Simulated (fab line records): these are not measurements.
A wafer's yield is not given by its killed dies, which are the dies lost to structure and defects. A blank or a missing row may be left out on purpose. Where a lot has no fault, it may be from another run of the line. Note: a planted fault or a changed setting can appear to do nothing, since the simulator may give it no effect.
The tool behind it: which one?	flow nand-harc	13 lots with 38 wafers sampled at 4 steps, on a route of 1302 steps

== WHAT THE GAUGES READ, wafer by wafer ==
NHARC_A_M1_CD_MEAS_16. Usual: 119.7 nm for cd-nm, sd 0.55.
lot	measured	on	cd-nm (nm)	flag
L721	day 23 09:02	cd-sem-03	120.0 119.5 119.1	
L722	day 23 10:31	cd-sem-01	119.3 120.6 119.6	
L723	day 24 02:26	cd-sem-01	119.3 118.5 120.0	
L724	day 25 00:51	cd-sem-02	120.0 120.3 119.6	
L729	day 25 19:51	cd-sem-01	119.5 119.1 119.4	
L730	day 26 10:16	cd-sem-01	119.7 120.4	
L740	day 30 09:43	cd-sem-01	119.5 119.8 118.9	
L739	day 30 12:16	cd-sem-03	121.1 120.4 120.2	
L738	day 30 20:51	cd-sem-01	119.8 119.5 119.8	
L741	day 31 16:32	cd-sem-01	119.9 119.8 119.6	
L743	day 31 17:19	cd-sem-02	119.3 120.1 120.7	
L742	day 31 17:39	cd-sem-01	119.5 120.2 119.1	
L744	day 32 06:14	cd-sem-01	120.2 119.7 120.0	

== WHICH TOOL RAN EACH LOT (tool, then ch and the chambers of the sampled wafers, then the start) ==
lot	NHARC_A_M0_PRE_CLEAN_29	NHARC_A_M0_ANNEAL_30	NHARC_A_M1_ETCH_15
L721	pvd-sputter-02, day 23 06:14 or earlier	rtp-anneal-02 ch 0, day 23 06:14	rie-diel-07 ch 0,2,3, day 23 08:56
L722	pvd-sputter-02, day 23 08:01 or earlier	rtp-anneal-01 ch 0, day 23 08:01	rie-diel-07 ch 0,1, day 23 10:22
L723	pvd-sputter-01, day 23 23:55 or earlier	rtp-anneal-02 ch 0, day 23 23:55	rie-diel-12 ch 1,3, day 24 02:18
L724	pvd-sputter-03, day 24 22:05 or earlier	rtp-anneal-02 ch 0, day 24 22:05	rie-diel-08 ch 1,2, day 25 00:43
L729	pvd-sputter-03, day 25 16:22 or earlier	rtp-anneal-01 ch 0, day 25 16:22	rie-diel-07 ch 0,2,3, day 25 19:42
L730	pvd-sputter-01, day 26 07:40 or earlier	rtp-anneal-01 ch 0, day 26 07:40	rie-diel-07 ch 2,3, day 26 10:08
L740	pvd-sputter-02, day 30 07:03 or earlier	rtp-anneal-02 ch 0, day 30 07:03	rie-diel-07 ch 0,1,3, day 30 09:35
L739	pvd-sputter-02, day 30 09:34 or earlier	rtp-anneal-02 ch 0, day 30 09:34	rie-diel-08 ch 1,2,3, day 30 12:08
L738	pvd-sputter-01, day 30 18:08 or earlier	rtp-anneal-01 ch 0, day 30 18:08	rie-diel-07 ch 0,1,2, day 30 20:43
L741	pvd-sputter-02, day 31 13:44 or earlier	rtp-anneal-02 ch 0, day 31 13:44	rie-diel-12 ch 0,1, day 31 16:24
L743	pvd-sputter-03, day 31 14:25 or earlier	rtp-anneal-01 ch 0, day 31 14:25	rie-diel-08 ch 1,2,3, day 31 17:11
L742	pvd-sputter-02, day 31 15:05 or earlier	rtp-anneal-01 ch 0, day 31 15:05	rie-diel-07 ch 0,2,3, day 31 17:31
L744	pvd-sputter-02, day 32 03:31 or earlier	rtp-anneal-01 ch 0, day 32 03:31	rie-diel-07 ch 2,3, day 32 06:06
- NHARC_A_M0_PRE_CLEAN_29: time 30 s.
- NHARC_A_M0_ANNEAL_30: time 90 s.
- NHARC_A_M1_ETCH_15: etches the open film in C4F8/Ar, target depth 182.5 nm, time 91.2 s.

== AS READ BY THE TOOLS THEMSELVES (means over the sampled wafers that have a number; for cases with no such wafer, the mark the record gives instead) ==
NHARC_A_M0_PRE_CLEAN_29. Usual: 391 W for heater-power-w, sd 27.
lot	tool	heater-power-w (W)	flag
L721	pvd-sputter-02	394	
L722	pvd-sputter-02	386	
L723	pvd-sputter-01	402	
L724	pvd-sputter-03	377	
L729	pvd-sputter-03	393	
L730	pvd-sputter-01	426	
L740	pvd-sputter-02	375	
L739	pvd-sputter-02	389	
L738	pvd-sputter-01	412	
L741	pvd-sputter-02	387	
L743	pvd-sputter-03	409	
L742	pvd-sputter-02	371	
L744	pvd-sputter-02	375	

NHARC_A_M0_ANNEAL_30. Usual: anneal-temp-c-max 225.87, standard deviation 0.28; wafer_temp_C_max 226.1, standard deviation 0.41.
lot	tool	anneal-temp-c-max	wafer_temp_C_max	flag
L721	rtp-anneal-02	226.00	226.4	
L722	rtp-anneal-01	225.74	225.8	
L723	rtp-anneal-02	225.99	226.4	
L724	rtp-anneal-02	226.24	227.0	
L729	rtp-anneal-01	225.73	225.7	
L730	rtp-anneal-01	225.66	226.3	
L740	rtp-anneal-02	226.30	226.5	
L739	rtp-anneal-02	226.09	226.4	
L738	rtp-anneal-01	225.81	225.7	
L741	rtp-anneal-02	226.07	226.5	
L743	rtp-anneal-01	225.44	225.8	
L742	rtp-anneal-01	225.53	225.7	
L744	rtp-anneal-01	225.65	225.8	

NHARC_A_M1_ETCH_15. Usual: oes-product-au 0.955 a.u., standard deviation 0.02; rf-fwd-power-W 595.7 W, standard deviation 1.8; rf-vpp-V 441.4 V, standard deviation 2.8.
lot	tool	oes-product-au (a.u.)	rf-fwd-power-W (W)	rf-vpp-V (V)	flag
L721	rie-diel-07	0.934	595.3	441.3	
L722	rie-diel-07	0.960	595.1	445.0	
L723	rie-diel-12	0.929	597.0	440.1	
L724	rie-diel-08	0.951	597.9	442.8	
L729	rie-diel-07	0.896	595.4	440.7	
L730	rie-diel-07	0.967	596.0	439.4	
L740	rie-diel-07	0.970	595.9	442.8	
L739	rie-diel-08	0.953	595.7	441.3	
L738	rie-diel-07	0.963	597.8	442.6	
L741	rie-diel-12	0.972	596.6	442.3	
L743	rie-diel-08	0.977	596.1	441.2	
L742	rie-diel-07	0.952	596.0	440.5	
L744	rie-diel-07	0.964	595.6	438.9	

== THE ANSWER, worked out from the rows above alone ==
Rule: lot off if the mean of its wafers having a number is beyond 3 standard deviations from the usual mean. A lot without any number at a reading at which 4 lots or more have one is off too. Where the step has rows for the other lots, those lots are counted as sound. The gauges are gone through in route order, then the tools' own readings, and for those a lot's mean is taken as printed above. The first step at which some lot is off is used, and at that step the reading that is off furthest; a lot without a number counts as furthest.
Nothing can be told from this: no lot is off at any reading shown.

== WHAT THE SIMULATOR HAD INSERTED ==
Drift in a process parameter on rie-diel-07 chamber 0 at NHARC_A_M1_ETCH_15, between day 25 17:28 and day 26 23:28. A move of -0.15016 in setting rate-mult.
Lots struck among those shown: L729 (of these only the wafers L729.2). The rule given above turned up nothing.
